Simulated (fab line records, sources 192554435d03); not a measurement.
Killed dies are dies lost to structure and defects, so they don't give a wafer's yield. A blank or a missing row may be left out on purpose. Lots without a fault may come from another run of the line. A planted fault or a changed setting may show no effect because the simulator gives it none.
Chamber matching | flow n5_finfet | N5_SD_EPI_P_ETCH_16 on rie_diel-04: 4 sister chambers
The step etches SiO2 in CHF3/O2, target depth 5 nm. 18 wafers are shown with their chamber, then 9 later ones without.

WAFERS WITH THEIR CHAMBER
wafer  | chamber | drypump_motor_current_A (A) | showerhead_plenum_p_Torr (Torr) | rf_vpp_V (V)
L077.1 | 3       | 5.4                         | 2.50                            | 544
L077.2 | 2       | 6.1                         | 2.51                            | 518
L077.6 | 3       | 5.4                         | 2.50                            | 541
L081.2 | 3       | 5.4                         | 2.50                            | 541
L081.3 | 2       | 6.1                         | 2.51                            | 518
L081.6 | 1       | 5.8                         | 2.34                            | 531
L083.1 | 0       | 5.9                         | 2.40                            | 515
L083.3 | 1       | 5.8                         | 2.33                            | 530
L083.4 | 2       | 6.1                         | 2.51                            | 517
L084.1 | 2       | 6.1                         | 2.51                            | 516
L084.3 | 0       | 5.9                         | 2.40                            | 516
L084.6 | 1       | 5.8                         | 2.33                            | 531
L086.3 | 1       | 5.8                         | 2.33                            | 531
L086.5 | 3       | 5.3                         | 2.50                            | 544
L086.6 | 2       | 6.1                         | 2.51                            | 517
L092.4 | 0       | 5.9                         | 2.39                            | 516
L092.5 | 3       | 5.4                         | 2.49                            | 543
L092.6 | 2       | 6.1                         | 2.50                            | 516

SIGNATURES (means of the wafers above)
reading                  | chamber 0 | chamber 1 | chamber 2 | chamber 3 | scatter within a chamber
drypump_motor_current_A  | 5.900     | 5.800     | 6.100     | 5.380     | 0.0239
showerhead_plenum_p_Torr | 2.3967    | 2.3325    | 2.5083    | 2.4980    | 0.00467
rf_vpp_V                 | 515.67    | 530.75    | 517.00    | 542.60    | 1.02
Rule: a wafer's distance from a chamber is the root of the sum, over the readings, of the square of ((its reading less the chamber's mean) divided by the reading's scatter). The wafer belongs to the nearest chamber; if the next one is less than 2 further off, it can't be placed. The scatter: the root of (the sum of the squares of (reading less its chamber's mean) over the shown wafers, divided by (wafers less chambers)).

WAFERS WITHOUT THEIR CHAMBER
wafer  | drypump_motor_current_A (A) | showerhead_plenum_p_Torr (Torr) | rf_vpp_V (V)
L093.1 | 6.1                         | 2.50                            | 515
L093.4 | 5.9                         | 2.39                            | 516
L093.5 | 5.4                         | 2.49                            | 542
L095.2 | 6.1                         | 2.50                            | 517
L095.3 | 5.4                         | 2.49                            | 541
L095.6 | 5.9                         | 2.39                            | 515
L097.2 | 5.4                         | 2.49                            | 542
L097.3 | 5.8                         | 2.33                            | 531
L097.5 | 6.1                         | 2.50                            | 517

WHICH CHAMBER EACH WENT THROUGH
wafer  | from the rows above | in truth
L093.1 | 2                   | 2
L093.4 | 0                   | 0
L093.5 | 3                   | 3
L095.2 | 2                   | 2
L095.3 | 3                   | 3
L095.6 | 0                   | 0
L097.2 | 3                   | 3
L097.3 | 1                   | 1
L097.5 | 2                   | 2
Placed correctly: 9 of 9. Can't be placed from these rows: 0. Placed wrongly: 0.
